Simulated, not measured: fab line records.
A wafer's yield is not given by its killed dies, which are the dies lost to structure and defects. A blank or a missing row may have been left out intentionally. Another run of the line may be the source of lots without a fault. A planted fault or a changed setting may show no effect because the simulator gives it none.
fab line records	flow n5-finfet	part 1 of 2: steps 1 to 4 of 6
record: lots: 19	wafers: 57	last-day: 20
route steps=1938 shown BEOL_M9@1468 BEOL_M10@1492 BEOL_M11@1552
lots with no fault: from the same line, run without faults
start-h: start of the lot's first displayed wafer, in hours after the record's first day	wait-h: hours from the lot's prior step to this one	" as in the row above	L1.1+2: one row covering several wafers at once	- no value present, or no start provided	* or withheld: withheld	< > ~ a bound
route shown NAME@n: names a module that has steps shown in the file, with the first one's number in the route	usual: mean and standard deviation over wafers with no fault	same: alike in all rows	chamber/n: place in a boat	sites: readings site by site	_std_site: the standard deviation of these	_edge_site: mean of outer sites minus mean of inner sites	radius-mm: how far each site lies from the wafer's centre	mask NAME#n: copy n	behind: the most recent tool/chamber to have shaped the wafer	hold: what put the lot on hold/how long, in hours/how the hold closed	device: transistor that didn't switch, given as n, p or np	end of line: the tests these same wafers got at the end of their route	a step without rows: its recipe alone	killed: count of dies lost to structure and defects at first sort (not the wafer's yield)	map: the dies of a wafer, with x for killed, . for not killed, _ for no die there
set.NAME: setting as actually run; set.NAME@STEP: the setting as run at that earlier step	model.NAME: the simulator's own value behind a step, which no gauge read
route steps across a sampled set of lots; one table per step, one row per wafer
services: the hour from which a tool's chamber was out of use, counted from the record's first day as start-h (under 0 if before that day), plus the number of hours and why
== steps ==
step: N5_BEOL_M9_RS_MEAS_57
recipe: thk-meas-gauge: four-point-probe	reads: Cu_of_BEOL_M9_ECD_50+Co_of_BEOL_M9_CVD_78+TaN_of_BEOL_M9_ALD_74
usual: M9_RS: 0.152/0.0043
lot.wafer	tool	chamber	start-h	wait-h	M9_RS[ohm/sq]
L074.2	film-metro-02	-	248.09	0.1	0.156
L074.3	"	-	"	"	0.154
L074.5	"	-	"	"	0.152
L076.1	film-metro-02	-	273.83	0.1	0.153
L076.4	"	-	"	"	0.150
L076.5	"	-	"	"	0.149
L077.1	film-metro-02	-	277.67	0.1	0.155
L077.4	"	-	"	"	0.149
L077.5	"	-	"	"	0.155
L079.1	film-metro-01	-	285.95	0.1	0.157
L079.4	"	-	"	"	0.152
L079.6	"	-	"	"	0.150
L083.2	film-metro-01	-	294.53	0.1	0.154
L083.5	"	-	"	"	0.150
L083.6	"	-	"	"	0.151
L082.2	film-metro-01	-	297.64	0.1	0.149
L082.4	"	-	"	"	0.148
L082.5	"	-	"	"	0.148
L080.1	film-metro-01	-	304.64	0.1	0.146
L080.3	"	-	"	"	0.150
L080.6	"	-	"	"	0.145
L081.2	film-metro-02	-	315.51	0.1	0.158
L081.3	"	-	"	"	0.156
L081.4	"	-	"	"	0.148
L084.1	film-metro-01	-	319.46	0.1	0.151
L084.4	"	-	"	"	0.151
L084.6	"	-	"	"	0.150
L085.1	film-metro-01	-	323.73	0.1	0.162
L085.2	"	-	"	"	0.149
L085.4	"	-	"	"	0.146
L088.1	film-metro-02	-	334.01	0.1	0.150
L088.2	"	-	"	"	0.147
L088.6	"	-	"	"	0.156
L089.1	film-metro-02	-	346.24	0.1	0.152
L089.2	"	-	"	"	0.150
L089.6	"	-	"	"	0.145
L091.1	film-metro-01	-	350.53	0.1	0.147
L091.4	"	-	"	"	0.154
L091.5	"	-	"	"	0.147
L093.3	film-metro-02	-	364.97	0.1	0.154
L093.4	"	-	"	"	0.151
L093.6	"	-	"	"	0.154
L092.1	film-metro-01	-	366.79	0.1	0.152
L092.3	"	-	"	"	0.151
L092.5	"	-	"	"	0.151
L090.1	film-metro-02	-	373.38	0.1	0.150
L090.3	"	-	"	"	0.149
L090.5	"	-	"	"	0.147
L096.2	film-metro-01	-	389.68	0.1	0.158
L096.3	"	-	"	"	0.144
L096.4	"	-	"	"	0.154
L097.1	film-metro-01	-	402.52	0.1	0.152
L097.4	"	-	"	"	0.147
L097.6	"	-	"	"	0.152
L095.2	film-metro-01	-	407.54	0.1	0.155
L095.4	"	-	"	"	0.144
L095.5	"	-	"	"	0.152
step: N5_BEOL_M10_STRIP_19
recipe: chemistry: O2	power-w: 400	temp-c: 40	pressure-mtorr: 30	rf-frequency-hz: 6e+07	bias-power-w: 0	overash-fraction: 0.2	o2-flow-sccm: 225
usual: chamber-pressure-mTorr: 30.00/0.035	drypump-motor-current-A: 5.6/0.41	o2-flow-sccm: 225.1/0.6	oes-product-au: 0.79/0.1	rf-vpp-V: 3.7/0.64	showerhead-plenum-p-Torr: 2.08/0.083	throttle-valve-pct: 16.70/0.28
lot.wafer	tool	chamber	start-h	wait-h	chamber-pressure-mTorr	drypump-motor-current-A	o2-flow-sccm	oes-product-au	rf-hours-counter-h	rf-vpp-V	showerhead-plenum-p-Torr	throttle-valve-pct
L074.2	rie-diel-05	2	251.49	0.1	30.03	5.3	226.2	0.68	242	3.3	2.13	16.72
L074.3	"	1	"	"	30.01	6.2	224.3	0.76	158	3.8	2.10	17.06
L074.5	"	0	"	"	30.04	5.1	224.3	0.72	-	3.2	1.96	16.43
L076.1	rie-diel-01	1	276.69	0.1	30.05	5.8	225.3	0.77	147	3.5	2.18	16.52
L076.4	"	3	"	"	30.06	5.1	224.8	0.74	173	5.0	2.02	16.94
L076.5	"	2	"	"	29.97	5.1	224.7	0.68	-	4.6	2.06	16.86
L077.1	rie-diel-05	0	280.46	0.2	29.98	5.1	224.9	0.71	224	3.2	1.95	16.44
L077.4	"	3	"	"	29.93	5.5	224.9	0.99	-	3.4	2.25	16.21
L077.5	"	1	"	"	30.02	6.2	225.3	0.75	-	3.9	2.09	17.07
L079.1	rie-diel-05	3	288.52	0.1	30.00	5.4	225.7	0.98	10	3.3	2.25	16.22
L079.4	"	3	"	"	29.99	5.4	224.9	0.96	-	4.5	2.25	16.23
L079.6	"	2	"	"	30.07	5.2	225.1	0.98	-	4.3	2.13	16.31
L083.2	rie-diel-04	3	296.93	0.1	29.98	5.5	225.0	0.73	186	3.9	2.03	16.90
L083.5	"	1	"	"	30.03	6.1	225.4	0.69	-	3.3	1.99	16.98
L083.6	"	2	"	"	29.97	5.6	224.0	0.83	-	3.3	2.10	16.71
L082.2	rie-diel-04	2	300.56	0.1	30.02	5.6	225.9	0.83	73	4.0	2.10	16.74
L082.4	"	3	"	"	30.00	5.5	224.5	0.73	187	3.7	2.03	16.90
L082.5	"	0	"	"	29.96	5.8	224.3	0.76	-	4.6	2.12	16.53
L080.1	rie-diel-04	1	307.48	0.1	29.99	6.2	225.0	0.69	223	4.6	1.99	17.00
L080.3	"	0	"	"	29.97	5.8	225.4	0.75	167	3.3	2.12	16.55
L080.6	"	2	"	"	30.04	5.6	225.6	0.84	-	3.6	2.10	16.75
L081.2	rie-diel-04	3	318.65	0.1	30.00	5.5	224.7	0.73	193	4.1	2.02	16.92
L081.3	"	1	"	"	30.03	6.2	224.4	0.69	226	3.5	1.99	16.98
L081.4	"	0	"	"	29.98	5.8	225.1	0.75	170	3.7	2.12	16.54
L084.1	rie-diel-01	3	322.99	0.1	30.01	5.1	223.8	0.71	191	3.7	2.01	16.95
L084.4	"	3	"	"	29.98	5.0	225.0	0.71	-	4.3	2.01	16.96
L084.6	"	1	"	"	30.01	5.8	225.0	0.75	-	3.2	2.18	16.52
L085.1	rie-diel-01	3	326.41	0.1	29.97	5.1	225.0	0.71	193	3.4	2.01	16.97
L085.2	"	0	"	"	30.02	6.3	224.7	0.90	28	4.0	2.16	16.55
L085.4	"	0	"	"	30.02	6.2	224.4	0.89	-	4.3	2.16	16.56
L088.1	rie-diel-04	2	336.29	0.1	30.03	5.6	224.7	0.83	86	3.8	2.10	16.78
L088.2	"	1	"	"	29.97	6.1	224.6	0.69	233	3.7	1.98	17.01
L088.6	"	1	"	"	30.05	6.1	225.6	0.68	-	2.4	1.98	17.00
L089.1	rie-diel-05	1	349.39	0.2	30.00	6.1	225.5	0.74	185	4.6	2.09	17.10
L089.2	"	2	"	"	29.98	5.2	224.5	0.90	24	2.8	2.12	16.34
L089.6	"	2	"	"	30.00	5.3	225.0	0.91	-	3.5	2.12	16.34
L091.1	rie-diel-05	3	353.52	0.3	29.94	5.5	224.8	0.91	35	4.4	2.24	16.28
L091.4	"	1	"	"	29.96	6.1	225.9	0.73	-	2.5	2.09	17.09
L091.5	"	3	"	"	30.01	5.5	224.1	0.91	-	3.8	2.24	16.27
L093.3	rie-diel-04	1	367.80	0.1	30.03	6.2	224.6	0.67	250	3.6	1.98	17.05
L093.4	"	0	"	"	29.95	5.8	224.7	0.74	178	3.2	2.12	16.54
L093.6	"	2	"	"	30.00	5.6	225.2	0.80	-	2.8	2.09	16.79
L092.1	rie-diel-01	3	369.92	0.1	30.03	5.0	224.6	0.71	206	3.7	2.01	17.00
L092.3	"	0	"	"	29.97	6.3	225.5	0.89	42	4.6	2.15	16.59
L092.5	"	3	"	"	30.00	5.0	224.5	0.71	-	2.9	2.01	16.98
L090.1	rie-diel-04	3	378.29	0.2	29.99	5.5	225.1	0.70	220	4.2	2.01	16.96
L090.3	"	1	"	"	29.95	6.1	224.2	0.66	253	2.6	1.98	17.03
L090.5	"	3	"	"	30.02	5.5	226.1	0.71	-	3.3	2.01	16.97
L096.2	rie-diel-01	0	393.96	0.1	29.98	6.2	224.9	0.87	51	4.0	2.15	16.60
L096.3	"	3	"	"	29.97	5.1	225.2	0.70	215	3.7	2.00	16.99
L096.4	"	1	"	"	29.99	5.8	225.9	0.74	187	4.7	2.17	16.58
L097.1	rie-diel-01	3	405.87	0.1	30.04	5.0	226.6	0.69	218	3.7	2.00	17.00
L097.4	"	0	"	"	29.95	6.2	223.6	0.85	55	3.2	2.15	16.60
L097.6	"	2	"	"	30.04	5.2	225.1	0.94	-	3.0	2.05	16.44
L095.2	rie-diel-05	0	409.24	0.1	30.02	5.1	225.2	0.92	15	3.8	2.20	16.09
L095.4	"	3	"	"	30.05	5.4	223.5	0.88	57	3.6	2.23	16.29
L095.5	"	1	"	"	30.03	6.1	225.2	0.71	-	3.5	2.08	17.12
step: N5_BEOL_M10_SURFACE_TREAT_76
recipe: gas: Ar	time-s: *	ion-energy-ev: *	ion-current-ma-cm2: 0.5	pressure-mtorr: *	ar-flow-sccm: 30
usual: throttle-valve-pct: *
lot.wafer	tool	chamber	start-h	wait-h	throttle-valve-pct
L074.2	pvd-sputter-01	-	255.17	0.2	*
L074.3	"	-	"	"	*
L074.5	"	-	"	"	*
L076.1	pvd-sputter-01	-	280.38	0.2	*
L076.4	"	-	"	"	*
L076.5	"	-	"	"	*
L077.1	pvd-sputter-02	-	283.97	0.3	*
L077.4	"	-	"	"	*
L077.5	"	-	"	"	*
L079.1	pvd-sputter-01	-	292.57	0.2	*
L079.4	"	-	"	"	*
L079.6	"	-	"	"	*
L083.2	pvd-sputter-03	-	301.20	0.4	*
L083.5	"	-	"	"	*
L083.6	"	-	"	"	*
L082.2	pvd-sputter-02	-	303.04	0.2	*
L082.4	"	-	"	"	*
L082.5	"	-	"	"	*
L080.1	pvd-sputter-02	-	313.49	0.2	*
L080.3	"	-	"	"	*
L080.6	"	-	"	"	*
L081.2	pvd-sputter-01	-	322.80	0.3	*
L081.3	"	-	"	"	*
L081.4	"	-	"	"	*
L084.1	pvd-sputter-03	-	326.11	0.2	*
L084.4	"	-	"	"	*
L084.6	"	-	"	"	*
L085.1	pvd-sputter-01	-	331.45	0.2	*
L085.2	"	-	"	"	*
L085.4	"	-	"	"	*
L088.1	pvd-sputter-03	-	339.34	0.2	*
L088.2	"	-	"	"	*
L088.6	"	-	"	"	*
L089.1	pvd-sputter-02	-	354.20	1.5	*
L089.2	"	-	"	"	*
L089.6	"	-	"	"	*
L091.1	pvd-sputter-03	-	355.65	0.2	*
L091.4	"	-	"	"	*
L091.5	"	-	"	"	*
L093.3	pvd-sputter-01	-	371.53	0.2	*
L093.4	"	-	"	"	*
L093.6	"	-	"	"	*
L092.1	pvd-sputter-03	-	372.00	0.3	*
L092.3	"	-	"	"	*
L092.5	"	-	"	"	*
L090.1	pvd-sputter-02	-	385.09	0.2	*
L090.3	"	-	"	"	*
L090.5	"	-	"	"	*
L096.2	pvd-sputter-03	-	398.85	2.0	*
L096.3	"	-	"	"	*
L096.4	"	-	"	"	*
L097.1	pvd-sputter-02	-	408.25	0.2	*
L097.4	"	-	"	"	*
L097.6	"	-	"	"	*
L095.2	pvd-sputter-03	-	415.52	0.2	*
L095.4	"	-	"	"	*
L095.5	"	-	"	"	*
step: N5_BEOL_M11_DESCUM_16
recipe: chemistry: O2	time-s: 7.9	source-power-w: 50	bias-power-w: 20	pressure-mtorr: 20	rf-frequency-hz: 2.712e+07	temp-c: 40	resist: CAR-ArF	o2-flow-sccm: 225
usual: chamber-pressure-mTorr: 20.000/0.018	drypump-motor-current-A: 5.6/0.32	o2-flow-sccm: 225.0/0.67	oes-product-au: 0.78/0.067	rf-vpp-V: 242.9/1.6	showerhead-plenum-p-Torr: 2.08/0.079	throttle-valve-pct: 20.45/0.18
lot.wafer	tool	chamber	start-h	wait-h	chamber-pressure-mTorr	drypump-motor-current-A	o2-flow-sccm	oes-product-au	rf-hours-counter-h	rf-vpp-V	showerhead-plenum-p-Torr	throttle-valve-pct
L074.2	rie-diel-02	2	258.35	0.0	19.993	5.5	226.0	0.72	200	243.9	2.09	20.52
L074.3	"	1	"	"	20.018	5.4	225.1	0.83	88	243.6	2.20	20.17
L074.5	"	3	"	"	19.990	5.7	225.1	0.72	-	240.9	1.95	20.41
L076.1	rie-diel-02	1	283.97	0.6	20.008	5.4	223.8	0.82	96	245.5	2.19	20.18
L076.4	"	2	"	"	19.951	5.5	224.2	0.72	209	242.0	2.08	20.53
L076.5	"	0	"	"	20.008	5.5	224.5	0.79	-	240.9	2.02	20.32
L077.1	rie-diel-02	0	288.71	0.5	20.034	5.5	225.3	0.79	131	244.4	2.02	20.33
L077.4	"	1	"	"	20.022	5.4	225.6	0.81	98	246.1	2.19	20.21
L077.5	"	2	"	"	20.012	5.5	225.7	0.71	-	244.0	2.08	20.52
L079.1	rie-diel-06	3	296.33	0.0	20.016	5.8	225.8	0.68	228	243.2	2.04	20.43
L079.4	"	0	"	"	19.996	5.5	225.6	0.87	49	243.4	2.07	20.35
L079.6	"	0	"	"	20.001	5.5	225.5	0.87	-	241.8	2.07	20.35
L083.2	rie-diel-02	2	304.34	0.0	20.016	5.5	224.1	0.70	216	243.3	2.08	20.53
L083.5	"	1	"	"	20.031	5.4	225.5	0.82	-	244.2	2.19	20.21
L083.6	"	0	"	"	20.004	5.5	224.5	0.79	-	241.9	2.01	20.35
L082.2	rie-diel-03	0	306.86	0.0	19.999	6.0	225.6	0.83	74	243.7	2.12	20.43
L082.4	"	3	"	"	19.989	4.9	225.5	0.72	209	245.3	2.16	20.77
L082.5	"	0	"	"	19.986	6.0	226.0	0.82	-	241.5	2.12	20.42
L080.1	rie-diel-06	0	317.87	0.4	20.006	5.5	225.2	0.85	56	241.8	2.07	20.37
L080.3	"	1	"	"	20.012	5.4	226.8	0.82	101	243.3	2.10	20.45
L080.6	"	2	"	"	20.003	5.8	224.4	0.76	-	240.6	1.95	20.64
L081.2	rie-diel-06	3	326.37	0.0	19.993	5.8	224.5	0.68	237	242.3	2.04	20.46
L081.3	"	0	"	"	19.997	5.5	225.3	0.86	59	241.0	2.07	20.37
L081.4	"	1	"	"	20.023	5.4	224.4	0.81	103	243.0	2.10	20.44
L084.1	rie-diel-03	0	329.53	0.0	19.996	6.0	223.9	0.82	79	244.8	2.12	20.44
L084.4	"	2	"	"	20.012	5.4	225.0	0.91	8	245.6	2.17	20.34
L084.6	"	2	"	"	19.982	5.4	225.5	0.91	-	243.7	2.17	20.32
L085.1	rie-diel-02	1	335.44	0.0	20.002	5.4	224.6	0.81	112	244.6	2.19	20.23
L085.2	"	3	"	"	20.000	5.7	225.5	0.70	245	241.9	1.94	20.45
L085.4	"	2	"	"	19.995	5.5	225.2	0.70	228	243.0	2.08	20.56
L088.1	rie-diel-02	3	345.70	0.0	19.999	5.7	224.6	0.70	248	241.7	1.94	20.45
L088.2	"	0	"	"	19.990	5.5	225.0	0.78	150	240.9	2.01	20.34
L088.6	"	2	"	"	20.025	5.5	225.3	0.70	-	243.0	2.08	20.56
L089.1	rie-diel-02	1	359.10	0.0	20.006	5.4	226.0	0.80	119	243.5	2.18	20.23
L089.2	"	0	"	"	20.001	5.5	226.1	0.77	154	240.4	2.01	20.35
L089.6	"	2	"	"	20.016	5.5	224.9	0.70	-	241.8	2.07	20.57
L091.1	rie-diel-06	1	359.68	0.0	20.005	5.4	224.2	0.79	118	244.0	2.10	20.47
L091.4	"	1	"	"	20.032	5.4	225.4	0.80	-	243.3	2.10	20.47
L091.5	"	0	"	"	20.027	5.5	224.5	0.83	-	242.3	2.07	20.39
L093.3	rie-diel-06	0	378.35	0.6	20.016	5.5	225.5	0.83	80	241.9	2.06	20.41
L093.4	"	0	"	"	19.991	5.5	224.0	0.83	-	242.7	2.06	20.40
L093.6	"	2	"	"	20.010	5.8	224.1	0.76	-	241.0	1.95	20.68
L092.1	rie-diel-02	1	378.55	0.8	19.991	5.4	224.6	0.79	126	246.5	2.18	20.23
L092.3	"	3	"	"	20.014	5.6	224.7	0.96	3	246.2	2.20	20.09
L092.5	"	0	"	"	20.005	5.5	224.4	0.76	-	241.4	2.00	20.36
L090.1	rie-diel-02	3	402.48	1.0	19.996	5.7	224.8	0.93	11	245.3	2.20	20.11
L090.3	"	0	"	"	20.011	5.5	225.1	0.76	169	241.6	2.00	20.38
L090.5	"	3	"	"	19.994	5.6	224.6	0.92	-	245.7	2.20	20.10
L096.2	rie-diel-03	2	406.19	0.8	19.970	5.4	225.2	0.87	21	244.5	2.17	20.34
L096.3	"	1	"	"	19.971	6.5	223.9	0.73	212	242.6	2.10	20.77
L096.4	"	3	"	"	19.985	4.9	225.3	0.70	229	244.7	2.15	20.81
L097.1	rie-diel-03	3	414.56	0.3	19.983	4.9	224.9	0.70	232	243.9	2.15	20.81
L097.4	"	0	"	"	20.039	6.0	226.0	0.79	96	242.4	2.11	20.46
L097.6	"	3	"	"	20.015	4.9	225.0	0.70	-	243.6	2.15	20.83
L095.2	rie-diel-03	3	420.49	0.0	19.960	4.9	224.3	0.70	233	244.9	2.15	20.81
L095.4	"	2	"	"	20.011	5.4	226.4	0.85	26	243.7	2.17	20.36
L095.5	"	3	"	"	20.011	4.9	224.4	0.71	-	243.9	2.15	20.81
